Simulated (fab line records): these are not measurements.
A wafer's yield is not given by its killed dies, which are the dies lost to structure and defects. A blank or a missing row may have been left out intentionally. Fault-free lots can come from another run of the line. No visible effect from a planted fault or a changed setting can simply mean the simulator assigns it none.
Matching of chambers ; flow n5 finfet ; 3 sister chambers for N5_BEOL_M6_CURE_74 on uv cure-03
The step cures SiCOH lowk, time 240 s. 6 wafers are shown with their chamber, then 7 later ones without.

== WAFERS, EACH WITH ITS CHAMBER ==
wafer;chamber;wafer_temp_C_max;lamp power pct (%)
L082.2;2;387.1;52.25
L082.5;2;386.7;52.29
L087.5;0;386.3;52.36
L087.6;0;386.3;52.30
L090.1;1;387.9;52.33
L090.3;1;387.8;52.36

== WAFERS WITHOUT THEIR CHAMBER ==
wafer;wafer_temp_C_max;lamp power pct (%)
L090.4;387.4;52.25
L094.3;385.7;52.38
L094.4;385.9;52.30
L094.5;385.9;52.24
L096.1;387.7;52.21
L096.2;386.8;52.31
L096.5;386.5;52.22

== EACH ONE'S CHAMBER ==
wafer;from the rows above;in truth
L090.4;can't be placed: 2 or 1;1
L094.3;0;0
L094.4;0;0
L094.5;0;0
L096.1;can't be placed: 1 or 2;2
L096.2;can't be placed: 2 or 0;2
L096.5;can't be placed: 2 or 0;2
3 of 7 placed correctly. Unplaceable from these rows: 4, with the true chamber sitting among the candidates in 4. Placed wrongly: 0.
How it was worked out, from the rows above alone: a wafer's distance from a chamber is the root of the sum, over the readings, of the square of ((its reading less the chamber's mean) divided by the reading's scatter). The wafer belongs to the nearest chamber; if the next one is less than 2 further off, it can't be placed. For every chamber, the mean is computed from those of its wafers that are shown. The scatter is the square root of a quotient: the sum, over the shown wafers, of each reading's squared deviation from its chamber's mean, divided by wafers minus chambers.
